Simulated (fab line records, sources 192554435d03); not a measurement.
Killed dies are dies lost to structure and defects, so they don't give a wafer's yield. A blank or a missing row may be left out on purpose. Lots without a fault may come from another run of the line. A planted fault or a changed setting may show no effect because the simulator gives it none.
fab line records | flow n5_finfet
record lots=6 wafers=17 last_day=17
route steps=1938 shown MIM_TOP_LITHO@1841 MIM_TOP_ETCH@1851 MIM_BOT_LITHO@1854 MIM_BOT_ETCH@1866 PASSIVATION@1936
lots that met no fault: from a run of the same line without faults
start_h: hours from the record's first day to the start of the lot's first wafer shown | wait_h: hours since the lot's step before | " the same as in the row above | L1.1+2: a row that stands for several wafers | - no value, or no start given | * or withheld: withheld | < > ~ a bound
route shown NAME@n: a module of which the file shows steps, and the number in the route of the first | usual: mean/standard deviation of fault-free wafers | same: alike in all rows | chamber/n: place in a boat | sites: the reading at each site | _std_site: their standard deviation | _edge_site: outer sites' mean less inner sites' | radius_mm: how far each site lies from the wafer's centre | mask NAME#n: copy n | behind: the tool/chamber that last shaped the wafer | hold: why the lot was held/for how many hours/how that ended | device: the transistor (n, p or np) that didn't switch | end of line: the same wafers' tests at the end of the route | a step without rows: its recipe alone | killed: dies lost to structure and defects at the first sort, not the wafer's yield | map: a wafer's dies, x killed, . not, _ none there
set.NAME: the setting as run; set.NAME@STEP: as run at that earlier step | model.NAME: the simulator's own value behind a step, which no gauge read
lots at some steps of the route; a table a step, a row a wafer
services: from which hour (start_h, from the record's first day; less than 0 if before it) a tool's chamber was out of use, for how many hours, and why
## steps
# step N5_MIM_TOP_LITHO_EBR_04
# recipe solvent=PGMEA ebr_width_mm=1.5
# step N5_MIM_TOP_LITHO_SOFTBAKE_03
# recipe temp_c=100 time_s=90
# step N5_MIM_TOP_LITHO_EXPOSE_05
# recipe mask_id=MIM_TOP na=0.55 source_shape=conventional sigma_outer=0.8 polarization=unpolarized target_cd_nm=2000 dose_mj=20.5
# step N5_MIM_TOP_LITHO_PEB_06
# recipe peb_temp_c=withheld peb_time_s=*
# step N5_MIM_TOP_LITHO_DEVELOP_07
# recipe develop_time_s=60 rinse_liquid=diw dry=air_spin dev_temp_c=21
# step N5_MIM_TOP_LITHO_HARDBAKE_09
# recipe temp_c=130 time_s=120
# step N5_MIM_TOP_LITHO_CD_MEAS_08
# recipe target_cd_nm=2000 landing_energy_ev=500 detector=se_inlens
# usual cd_nm=1999.6/1.6
# columns lot.wafer tool chamber start_h wait_h cd_nm
L558.3 cd_sem-02 0 261.95 - 1999.0
L558.5 " 0 " " 2002.0
L558.6 " 0 " " 2000.6
L566.1 cd_sem-03 0 312.35 - 1997.4
L566.2 " 0 " " 2002.2
L566.5 " 0 " " 1996.3
L567.1 cd_sem-01 0 313.95 - 2000.5
L567.3 " 0 " " 2000.1
L567.6 " 0 " " 1997.1
L569.1 cd_sem-02 0 336.41 - 1998.6
L569.4 " 0 " " 2001.2
L580.2 cd_sem-03 0 399.59 - 1998.8
L580.4 " 0 " " 2002.2
L580.6 " 0 " " 1998.5
L579.2 cd_sem-01 0 408.56 - 2000.5
L579.5 " 0 " " 2000.3
L579.6 " 0 " " 1998.4
# step N5_MIM_TOP_LITHO_OVL_MEAS_11
# recipe points_per_wafer=44
# usual MIM_TOP_OVL=0/4.7
# columns lot.wafer tool chamber start_h wait_h MIM_TOP_OVL[nm]
L558.3 overlay-02 0 261.98 0.0 3
L558.5 " 0 " " 1
L558.6 " 0 " " 8
L566.1 overlay-02 0 312.38 0.0 -3
L566.2 " 0 " " -2
L566.5 " 0 " " 1
L567.1 overlay-02 0 313.98 0.0 -2
L567.3 " 0 " " -1
L567.6 " 0 " " -2
L569.1 overlay-01 0 336.44 0.0 7
L569.4 " 0 " " 6
L580.2 overlay-02 0 399.61 0.0 -5
L580.4 " 0 " " -7
L580.6 " 0 " " -10
L579.2 overlay-02 0 408.59 0.0 2
L579.5 " 0 " " 1
L579.6 " 0 " " -1
# step N5_MIM_TOP_LITHO_INSPECT_12
# recipe mode=adi inspect_instrument=macro
# usual raw_defect_count=2.3/1.6
# columns lot.wafer tool chamber start_h wait_h raw_defect_count
L558.3 defect_inspect-01 - 262.00 0.0 2
L558.5 " - " " 3
L558.6 " - " " 2
L566.1 defect_inspect-02 - 312.40 0.0 6
L566.2 " - " " 2
L566.5 " - " " 4
L567.1 defect_inspect-01 - 314.00 0.0 4
L567.3 " - " " 1
L567.6 " - " " 3
L569.1 defect_inspect-02 - 336.47 0.0 7
L569.4 " - " " 0
L580.2 defect_inspect-01 - 399.64 0.0 0
L580.4 " - " " 1
L580.6 " - " " 4
L579.2 defect_inspect-01 - 408.61 0.0 3
L579.5 " - " " 0
L579.6 " - " " 3
# step N5_MIM_TOP_LITHO_DESCUM_10
# recipe chemistry=O2 time_s=7.9 source_power_w=50 bias_power_w=20 pressure_mtorr=20 rf_frequency_hz=2.712e+07 temp_c=40 o2_flow_sccm=225
# step N5_MIM_TOP_ETCH_ETCH_00
# recipe chemistry=Cl2/BCl3 target=TiN target_depth_a=385 ion_energy_ev=150 pressure_mtorr=10 icp_w=1000 bias_w=126 Cl2_flow_sccm=53.25 bcl3_flow_sccm=21.75 Ar_flow_sccm=25
# usual drypump_motor_current_A=5.55/0.28 mfc_ar_sccm=25.01/0.072 oes_product_au=0.79/0.062 throttle_valve_pct=22.60/0.16
# columns lot.wafer tool chamber start_h wait_h drypump_motor_current_A mfc_ar_sccm oes_product_au rf_hours_counter_h throttle_valve_pct
L558.3 rie_metal-02 0 262.19 0.1 5.48 25.03 0.75 - 22.41
L558.5 " 0 " " 5.46 25.10 0.75 - 22.43
L558.6 " 1 " " 5.73 25.00 0.88 - 22.76
L566.1 rie_metal-02 1 312.62 0.1 5.72 24.97 0.86 16 22.76
L566.2 " 0 " " 5.47 24.97 0.74 56 22.43
L566.5 " 1 " " 5.74 24.98 0.86 - 22.74
L567.1 rie_metal-02 1 314.12 0.1 5.76 24.97 0.86 16 22.75
L567.3 " 0 " " 5.42 25.09 0.74 - 22.42
L567.6 " 1 " " 5.75 24.95 0.86 - 22.76
L569.1 rie_metal-02 1 339.01 0.1 5.80 25.04 0.85 18 22.77
L569.4 " 1 " " 5.76 25.03 0.85 - 22.75
L580.2 rie_metal-03 0 399.77 0.1 6.02 25.04 0.70 81 22.69
L580.4 " 1 " " 5.15 24.88 0.84 - 22.44
L580.6 " 0 " " 6.01 25.03 0.70 - 22.68
L579.2 rie_metal-01 0 408.73 0.1 5.34 25.00 0.81 33 22.62
L579.5 " 1 " " 5.19 24.96 0.74 - 22.85
L579.6 " 0 " " 5.34 25.05 0.81 - 22.61
# step N5_MIM_TOP_ETCH_STRIP_01
# recipe chemistry=O2 power_w=600 temp_c=60 pressure_mtorr=30 rf_frequency_hz=6e+07 bias_power_w=0 overash_fraction=0.5 o2_flow_sccm=225
# usual drypump_motor_current_A=5.5/0.5 o2_flow_sccm=225.0/0.68 oes_product_au=0.76/0.068 rf_vpp_V=3.6/1.3 showerhead_plenum_p_Torr=2.12/0.092 throttle_valve_pct=16.81/0.22
# columns lot.wafer tool chamber start_h wait_h drypump_motor_current_A o2_flow_sccm oes_product_au rf_hours_counter_h rf_vpp_V showerhead_plenum_p_Torr throttle_valve_pct
L558.3 rie_diel-02 1 262.29 0.1 4.9 226.2 0.68 227 4.5 1.98 16.41
L558.5 " 2 " " 6.1 224.6 0.73 - 4.4 1.93 17.03
L558.6 " 1 " " 4.9 225.0 0.69 - 4.4 1.98 16.45
L566.1 rie_diel-03 3 312.76 0.1 5.8 225.3 0.75 147 2.5 2.18 16.75
L566.2 " 1 " " 5.2 225.7 0.72 193 5.3 2.08 16.99
L566.5 " 2 " " 6.5 224.6 0.70 - 3.2 2.15 16.54
L567.1 rie_diel-01 1 314.26 0.1 5.8 224.9 0.82 77 3.9 2.22 16.88
L567.3 " 3 " " 5.2 224.9 0.73 195 4.7 2.08 16.89
L567.6 " 2 " " 4.8 226.2 0.85 - 2.7 2.21 16.56
L569.1 rie_diel-01 0 339.15 0.1 6.2 224.7 0.68 235 5.3 2.16 16.89
L569.4 " 2 " " 4.8 225.3 0.86 66 3.6 2.21 16.61
L580.2 rie_diel-02 1 399.91 0.1 4.9 226.5 0.95 11 4.5 2.23 16.05
L580.4 " 3 " " 5.6 224.5 0.77 127 2.1 2.18 16.62
L580.6 " 3 " " 5.6 224.5 0.79 - 2.6 2.17 16.66
L579.2 rie_diel-02 0 408.87 0.1 5.3 224.1 0.68 244 4.5 2.05 16.97
L579.5 " 3 " " 5.7 225.5 0.78 - 3.5 2.17 16.66
L579.6 " 0 " " 5.3 225.2 0.70 - 2.6 2.05 16.99
# step N5_MIM_TOP_ETCH_PECVD_03
# recipe material=SiNx target_thk_a=200 temp_c=400 precursor=SiH4/NH3/N2 pressure_torr=1.5 rf_w=300 time_s=17.6
# usual heater_power_w=802/67 showerhead_plenum_p_Torr=5.14/0.059 showerhead_vpp_V=1059/55 throttle_valve_pct=39.7/1.8
# columns lot.wafer tool chamber start_h wait_h heater_power_w showerhead_plenum_p_Torr showerhead_vpp_V throttle_valve_pct model.SiNx_of_MIM_TOP_ETCH_PECVD_03.thk_nm
L558.3 pecvd-02 0 262.36 - 909 5.09 1041 40.2 19.8
L558.5 " 2 " " 762 5.23 1115 38.7 20.6
L558.6 " 0 " " 899 5.11 1021 40.3 20.6
L566.1 pecvd-02 0 312.82 - 828 5.09 1040 40.4 20
L566.2 " 2 " " 799 5.22 1103 38.9 19.8
L566.5 " 1 " " 744 5.12 1077 38.6 20
L567.1 pecvd-02 1 314.33 - 810 5.13 1088 38.7 10.8
L567.3 " 0 " " 764 5.10 1035 40.4 20.2
L567.6 " 2 " " 810 5.22 1108 39.1 20.4
L569.1 pecvd-02 2 339.21 - 816 5.23 1096 39.2 11.4
L569.4 " 1 " " 778 5.11 1083 38.6 20.4
L580.2 pecvd-02 0 399.97 - 884 5.11 1033 40.0 19.8
L580.4 " 2 " " 705 5.23 1118 39.8 20.2
L580.6 " 0 " " 903 5.10 1017 40.3 20.4
L579.2 pecvd-01 0 408.94 - 896 5.11 992 39.6 19.8
L579.5 " 2 " " 677 5.13 1133 38.4 20
L579.6 " 0 " " 920 5.10 983 39.7 19.8
# step N5_MIM_BOT_LITHO_HMDS_01
# recipe time_s=60 temp_c=120
# step N5_MIM_BOT_LITHO_COAT_02
# recipe spin_rpm=* resist_thk_nm=*
# step N5_MIM_BOT_LITHO_EBR_04
# recipe solvent=PGMEA ebr_width_mm=1.5
# step N5_MIM_BOT_LITHO_SOFTBAKE_03
# recipe temp_c=100 time_s=90
# step N5_MIM_BOT_LITHO_EXPOSE_05
# recipe mask_id=MIM_BOT na=0.55 source_shape=conventional sigma_outer=0.8 polarization=unpolarized dose_mj=24.25
# step N5_MIM_BOT_LITHO_PEB_06
# recipe peb_temp_c=withheld peb_time_s=*
# step N5_MIM_BOT_LITHO_DEVELOP_07
# recipe develop_time_s=60 rinse_liquid=diw dry=air_spin dev_temp_c=21
# step N5_MIM_BOT_LITHO_HARDBAKE_09
# recipe temp_c=130 time_s=120
# step N5_MIM_BOT_LITHO_CD_MEAS_08
# recipe target_cd_nm=3000 landing_energy_ev=500 detector=se_inlens polarity=opening
# usual cd_nm=3000.1/1.9
# columns lot.wafer tool chamber start_h wait_h cd_nm
L558.3 cd_sem-03 0 262.84 - 2997.6
L558.5 " 0 " " 2996.2
L558.6 " 0 " " 2999.6
L566.1 cd_sem-03 0 313.18 - 3000.4
L566.2 " 0 " " 2999.7
L566.5 " 0 " " 2999.6
L567.1 cd_sem-03 0 314.68 - 2998.7
L567.3 " 0 " " 3001.3
L567.6 " 0 " " 3001.7
L569.1 cd_sem-02 0 339.69 - 3003.4
L569.4 " 0 " " 3000.7
L580.2 cd_sem-02 0 400.46 - 3001.2
L580.4 " 0 " " 3000.2
L580.6 " 0 " " 3000.5
L579.2 cd_sem-03 0 409.44 - 3000.6
L579.5 " 0 " " 3002.1
L579.6 " 0 " " 2999.8
# step N5_MIM_BOT_LITHO_OVL_MEAS_11
# recipe points_per_wafer=44
# usual MIM_BOT_OVL=-1/5.4
# columns lot.wafer tool chamber start_h wait_h MIM_BOT_OVL[nm]
L558.3 overlay-01 0 262.88 0.0 -4
L558.5 " 0 " " -2
L558.6 " 0 " " 0
L566.1 overlay-01 0 313.21 0.0 -3
L566.2 " 0 " " 9
L566.5 " 0 " " 1
L567.1 overlay-02 0 314.71 0.0 1
L567.3 " 0 " " 1
L567.6 " 0 " " -4
L569.1 overlay-02 0 339.73 0.0 -9
L569.4 " 0 " " -2
L580.2 overlay-02 0 400.49 0.0 6
L580.4 " 0 " " 9
L580.6 " 0 " " 6
L579.2 overlay-01 0 409.47 0.0 -10
L579.5 " 0 " " 0
L579.6 " 0 " " -1
# step N5_MIM_BOT_LITHO_INSPECT_12
# recipe mode=adi inspect_instrument=macro
# usual raw_defect_count=2.2/1.6
# columns lot.wafer tool chamber start_h wait_h raw_defect_count
L558.3 defect_inspect-01 - 262.90 0.0 4
L558.5 " - " " 1
L558.6 " - " " 1
L566.1 defect_inspect-02 - 313.23 0.0 2
L566.2 " - " " 2
L566.5 " - " " 2
L567.1 defect_inspect-02 - 314.74 0.0 5
L567.3 " - " " 1
L567.6 " - " " 1
L569.1 defect_inspect-02 - 339.75 0.0 2
L569.4 " - " " 2
L580.2 defect_inspect-02 - 400.51 0.0 7
L580.4 " - " " 3
L580.6 " - " " 0
L579.2 defect_inspect-02 - 409.50 0.0 2
L579.5 " - " " 3
L579.6 " - " " 4
# step N5_MIM_BOT_LITHO_DESCUM_10
# recipe chemistry=O2 time_s=7.9 source_power_w=50 bias_power_w=20 pressure_mtorr=20 rf_frequency_hz=2.712e+07 temp_c=40 o2_flow_sccm=225
# usual drypump_motor_current_A=5.7/0.5 o2_flow_sccm=225.0/0.65 oes_product_au=0.79/0.092 rf_vpp_V=242.8/1.5 showerhead_plenum_p_Torr=2.07/0.076 throttle_valve_pct=20.53/0.21
# columns lot.wafer tool chamber start_h wait_h drypump_motor_current_A o2_flow_sccm oes_product_au rf_hours_counter_h rf_vpp_V showerhead_plenum_p_Torr throttle_valve_pct
L558.3 rie_diel-05 0 262.94 0.0 5.7 224.1 0.71 214 241.7 2.07 20.84
L558.5 " 0 " " 5.7 225.8 0.71 - 242.1 2.07 20.87
L558.6 " 2 " " 6.5 225.3 0.77 - 244.0 2.09 20.38
L566.1 rie_diel-06 3 313.42 0.2 5.1 225.0 0.85 58 242.7 2.05 20.36
L566.2 " 0 " " 6.4 224.8 0.91 31 242.6 2.04 20.22
L566.5 " 1 " " 5.6 224.8 0.70 - 239.8 1.91 20.82
L567.1 rie_diel-06 0 314.77 0.0 6.5 225.5 0.90 32 242.1 2.04 20.22
L567.3 " 2 " " 5.6 224.5 0.84 67 243.9 2.13 20.30
L567.6 " 3 " " 5.1 225.3 0.84 - 243.0 2.05 20.36
L569.1 rie_diel-06 1 340.27 0.5 5.6 224.2 0.69 242 241.2 1.90 20.84
L569.4 " 0 " " 6.5 224.0 0.89 42 241.3 2.04 20.22
L580.2 rie_diel-05 0 400.54 0.0 5.7 224.3 0.94 14 242.2 2.06 20.54
L580.4 " 0 " " 5.8 224.6 0.94 - 244.6 2.06 20.55
L580.6 " 2 " " 6.5 224.9 0.72 - 241.9 2.07 20.46
L579.2 rie_diel-04 1 409.55 0.0 5.8 225.7 0.77 126 243.8 2.10 20.74
L579.5 " 2 " " 4.8 225.6 0.94 - 243.2 2.14 20.21
L579.6 " 3 " " 4.9 225.0 0.67 - 241.5 1.98 20.84
# step N5_MIM_BOT_ETCH_ETCH_04
# recipe chemistry=CF4/O2 target=SiNx target_depth_a=260 time_s=13 ion_energy_ev=100 pressure_mtorr=40 source_w=535 bias_w=49 Ar_flow_sccm=100 cf4_flow_sccm=100 O2_flow_sccm=10
# step N5_MIM_BOT_ETCH_ETCH_03
# recipe chemistry=Cl2/BCl3 target_depth_a=120 pressure_mtorr=8 icp_w=800 bias_w=100 Cl2_flow_sccm=20 bcl3_flow_sccm=80
# usual drypump_motor_current_A=5.5/0.31 oes_product_au=0.79/0.06 throttle_valve_pct=27.46/0.26
# columns lot.wafer tool chamber start_h wait_h drypump_motor_current_A oes_product_au rf_hours_counter_h throttle_valve_pct
L558.3 rie_metal-01 1 263.12 0.1 5.2 0.79 - 27.79
L558.5 " 1 " " 5.2 0.78 - 27.76
L558.6 " 0 " " 5.4 0.85 - 27.52
L566.1 rie_metal-01 0 313.58 0.1 5.3 0.83 26 27.52
L566.2 " 1 " " 5.2 0.77 44 27.79
L566.5 " 1 " " 5.2 0.77 - 27.80
L567.1 rie_metal-01 0 314.93 0.1 5.3 0.84 26 27.50
L567.3 " 0 " " 5.3 0.84 - 27.51
L567.6 " 1 " " 5.2 0.77 - 27.77
L569.1 rie_metal-03 0 340.43 0.1 6.0 0.72 74 27.46
L569.4 " 0 " " 6.0 0.72 - 27.45
L580.2 rie_metal-02 0 400.70 0.1 5.5 0.73 64 27.06
L580.4 " 1 " " 5.8 0.84 - 27.72
L580.6 " 1 " " 5.7 0.83 - 27.71
L579.2 rie_metal-03 0 409.70 0.1 6.1 0.69 82 27.49
L579.5 " 1 " " 5.2 0.85 - 27.25
L579.6 " 0 " " 6.1 0.70 - 27.47
# step N5_MIM_BOT_ETCH_ETCH_00
# recipe chemistry=Cl2/BCl3 target=TiN target_depth_a=455 ion_energy_ev=150 pressure_mtorr=10 icp_w=1000 bias_w=126 Cl2_flow_sccm=53.25 bcl3_flow_sccm=21.75 Ar_flow_sccm=25
# step N5_MIM_BOT_ETCH_STRIP_01
# recipe chemistry=O2 power_w=600 temp_c=60 pressure_mtorr=30 rf_frequency_hz=6e+07 bias_power_w=0 overash_fraction=0.5 o2_flow_sccm=225
# usual drypump_motor_current_A=5.7/0.52 o2_flow_sccm=225.0/0.71 oes_product_au=0.79/0.091 rf_vpp_V=3.8/1.3 showerhead_plenum_p_Torr=2.08/0.073 throttle_valve_pct=16.74/0.23
# columns lot.wafer tool chamber start_h wait_h drypump_motor_current_A o2_flow_sccm oes_product_au rf_hours_counter_h rf_vpp_V showerhead_plenum_p_Torr throttle_valve_pct
L558.3 rie_diel-05 2 263.32 0.1 6.5 224.9 0.77 160 2.2 2.09 16.63
L558.5 " 0 " " 5.8 224.7 0.71 - 2.9 2.08 17.10
L558.6 " 2 " " 6.5 224.1 0.77 - 4.9 2.09 16.68
L566.1 rie_diel-06 3 313.82 0.1 5.1 224.3 0.84 59 4.1 2.05 16.56
L566.2 " 0 " " 6.5 223.1 0.90 32 1.8 2.05 16.45
L566.5 " 1 " " 5.6 225.3 0.68 - 3.5 1.91 17.05
L567.1 rie_diel-04 1 315.25 0.2 5.8 225.4 0.80 95 3.8 2.11 16.87
L567.3 " 0 " " 6.1 224.8 0.70 181 5.4 2.17 16.83
L567.6 " 1 " " 5.8 225.9 0.80 - 4.0 2.11 16.90
L569.1 rie_diel-05 2 340.74 0.2 6.5 224.6 0.75 197 6.2 2.08 16.74
L569.4 " 2 " " 6.5 225.0 0.73 - 3.7 2.08 16.77
L580.2 rie_diel-05 0 400.93 0.1 5.7 225.1 0.93 14 4.3 2.06 16.73
L580.4 " 0 " " 5.7 225.5 0.94 - 3.2 2.06 16.74
L580.6 " 2 " " 6.5 224.4 0.73 - 4.3 2.07 16.76
L579.2 rie_diel-06 0 409.95 0.1 6.4 224.6 0.84 67 3.0 2.03 16.46
L579.5 " 1 " " 5.6 224.9 0.94 - 4.7 2.25 16.55
L579.6 " 2 " " 5.6 224.1 0.79 - 2.9 2.12 16.59
# step N5_MIM_BOT_ETCH_STRIP_02
# recipe chemistry=post_etch_residue_remover time_s=1200 temp_c=72.5
# columns lot.wafer tool chamber start_h wait_h model.SiNx_of_MIM_TOP_ETCH_PECVD_03.thk_nm
L558.3 wet_bench-01 0 263.39 - 19.6
L558.5+6 " 7,6 " " 20.2
L566.1+2 wet_bench-02 4,7 313.88 - 19.6
L566.5 " 5 " " 19.8
L567.1 wet_bench-02 3 315.31 - 10.6
L567.3 " 4 " " 20
L567.6 " 2 " " 20.2
L569.1 wet_bench-02 3 340.81 - 11
L569.4 " 0 " " 20
L580.2 wet_bench-02 4 401.00 - 19.4
L580.4 " 3 " " 19.8
L580.6 " 5 " " 20
L579.2+6 wet_bench-01 7,0 410.02 - 19.4
L579.5 " 3 " " 19.6
# step N5_MIM_BOT_ETCH_CLEAN_05
# recipe chemistry=IPA time_s=180 temp_c=25
# step N5_PASSIVATION_PROBE_49
# usual defect_limited_yield=91.6/1.2 killed_at_M0_to_M3=33/9.4 killed_at_M4_up=13/5.2 killed_at_contacts=13/5.6 killed_at_front_end=37/9.5 killed_at_other=4/3.1 killed_dies=99/15 killed_open=65/11 killed_short=32/7.5 sort_bin_5_function=4.9/0.77 sort_bin_6_memory=3.1/0.65 sort_n_pass=1081/15 sort_yield_pct=91.6/1.2
# same gross_dies=1180 killed_at_back_side=0 sort_bin_4_leakage[%]=0 sort_bin_8_speed[%]=0
# columns lot.wafer tool chamber start_h wait_h defect_limited_yield[%] killed_at_M0_to_M3 killed_at_M4_up killed_at_contacts killed_at_front_end killed_at_other killed_dies killed_open killed_short sort_bin_5_function[%] sort_bin_6_memory[%] sort_n_pass sort_yield_pct[%]
L569.1 prober-02 - 350.93 0.0 89.7 46 12 31 27 6 122 76 41 5.8 3.8 1058 89.7
L569.4 prober-02 - 351.08 0.2 92.1 29 12 11 39 2 93 62 30 4.6 3.0 1087 92.1
# killed by level:class
L569.1 MOL_CONTACT_COAG:geometric_particle:open=23 BEOL_M0_SAQP:geometric_particle:open=14 BEOL_M0_SAQP:geometric_particle:short=13 MOL_CONTACT_COAG:geometric_particle:short=8 BEOL_M0:geometric_particle:open=6 FIN_SAQP:geometric_particle:short=5 BEOL_M1:geometric_particle:open=5 HKMG_FIN:area_etch=5
L569.4 MOL_CONTACT_COAG:geometric_particle:open=10 STI_FIN_REVEAL:geometric_particle:open=8 BEOL_M1:geometric_particle:open=7 FIN_SAQP:geometric_particle:short=6 ILD0:geometric_particle:short=6 BEOL_M0_SAQP:geometric_particle:open=6 ILD0:geometric_particle:open=5 BEOL_M0:geometric_particle:open=4
## services
# columns tool chamber start_h hours kind
rie_diel-06 2 244.62 10.0 repair
rie_diel-05 1 249.20 16.5 repair
rie_diel-01 - 250.99 1.8 repair
wet_bench-02 - 270.54 4.2 repair
pecvd-02 2 276.66 6.6 repair
rie_diel-04 3 277.18 5.2 repair
rie_metal-02 - 281.58 1.0 repair
pecvd-02 - 286.30 0.9 repair
rie_diel-02 2 286.38 3.2 repair
rie_metal-02 - 293.50 1.4 pm
rie_metal-01 - 311.40 1.4 pm
pecvd-01 1 320.58 8.3 repair
rie_diel-03 3 322.36 15.4 repair
rie_diel-04 - 328.49 15.6 pm
rie_diel-03 1 337.77 14.5 repair
rie_diel-01 - 341.60 14.6 pm
rie_metal-01 - 351.44 0.4 repair
rie_diel-04 3 371.95 7.3 repair
pecvd-01 - 379.19 2.8 pm
rie_diel-03 0 382.92 3.2 repair
rie_diel-06 - 386.11 1.0 repair
wet_bench-02 - 388.05 7.8 repair
rie_diel-03 2 389.57 5.6 repair
wet_bench-01 - 399.26 5.5 repair
## key
first_sign none at tools or gauges
model_effect step=N5_MIM_TOP_ETCH_PECVD_03 value=SiNx_of_MIM_TOP_ETCH_PECVD_03.thk_nm without=20.2 struck=11.1
model_effect step=N5_MIM_BOT_ETCH_STRIP_02 value=SiNx_of_MIM_TOP_ETCH_PECVD_03.thk_nm without=19.9 struck=10.8
met_at N5_MIM_TOP_ETCH_PECVD_03
struck_wafers L567.1,L569.1
onset_between 312.82 314.33
fault kind=process_parameter_drift tool=pecvd-02 chamber=- onset_h=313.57 steps=N5_MIM_TOP_ETCH_PECVD_03 channel=time_s offset=* shape=step end_h=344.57 scope=struck_wafers_only acts_in=* stated=*
